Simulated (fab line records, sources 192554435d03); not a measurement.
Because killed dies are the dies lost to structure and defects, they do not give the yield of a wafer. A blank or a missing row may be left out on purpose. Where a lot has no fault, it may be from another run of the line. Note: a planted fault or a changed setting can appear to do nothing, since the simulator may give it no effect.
Matching of chambers | flow n5 finfet | N5_BEOL_M12_VIA_ETCH_16 on rie diel-06: 4 sister chambers
The step etches SiOC in C4F8/O2/Ar, target depth 724.8 nm. 8 wafers are shown with their chamber, then 9 later ones without.

## WAFERS PAIRED WITH THEIR CHAMBERS
wafer  | chamber | showerhead plenum p Torr (Torr) | drypump motor current A (A)
L076.2 | 2       | 3.54                            | 6.1
L079.3 | 2       | 3.53                            | 6.1
L086.5 | 0       | 3.42                            | 5.7
L088.3 | 1       | 3.38                            | 6.1
L088.5 | 0       | 3.42                            | 5.7
L089.1 | 3       | 3.40                            | 5.8
L089.2 | 1       | 3.38                            | 6.2
L089.5 | 3       | 3.40                            | 5.8

## WAFERS WITH NO CHAMBER GIVEN
wafer  | showerhead plenum p Torr (Torr) | drypump motor current A (A)
L092.1 | 3.37                            | 6.2
L092.2 | 3.39                            | 5.8
L092.3 | 3.41                            | 5.7
L093.1 | 3.37                            | 6.2
L093.2 | 3.41                            | 5.7
L093.3 | 3.51                            | 6.1
L096.2 | 3.40                            | 5.7
L096.3 | 3.37                            | 6.2
L096.6 | 3.51                            | 6.1

## THE CHAMBER EACH PASSED THROUGH
wafer  | from the rows above     | in truth
L092.1 | 1                       | 1
L092.2 | 3                       | 3
L092.3 | can't be placed: 0 or 3 | 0
L093.1 | 1                       | 1
L093.2 | can't be placed: 0 or 3 | 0
L093.3 | 2                       | 2
L096.2 | 3                       | 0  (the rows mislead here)
L096.3 | 1                       | 1
L096.6 | 2                       | 2
Placed correctly: 6 of 9. Cannot be placed on the basis of these rows: 2; the candidates contain the true chamber in 2. Number placed wrongly: 1.
How it was worked out, from the rows above alone: a wafer's distance from a chamber is the root of the sum, over the readings, of the square of ((its reading less the chamber's mean) divided by the reading's scatter). The wafer belongs to the nearest chamber; if the next one is less than 2 further off, it can't be placed. For every chamber, the mean is computed from those of its wafers that are shown. The scatter is the square root of a quotient: the sum, over the shown wafers, of each reading's squared deviation from its chamber's mean, divided by wafers minus chambers.
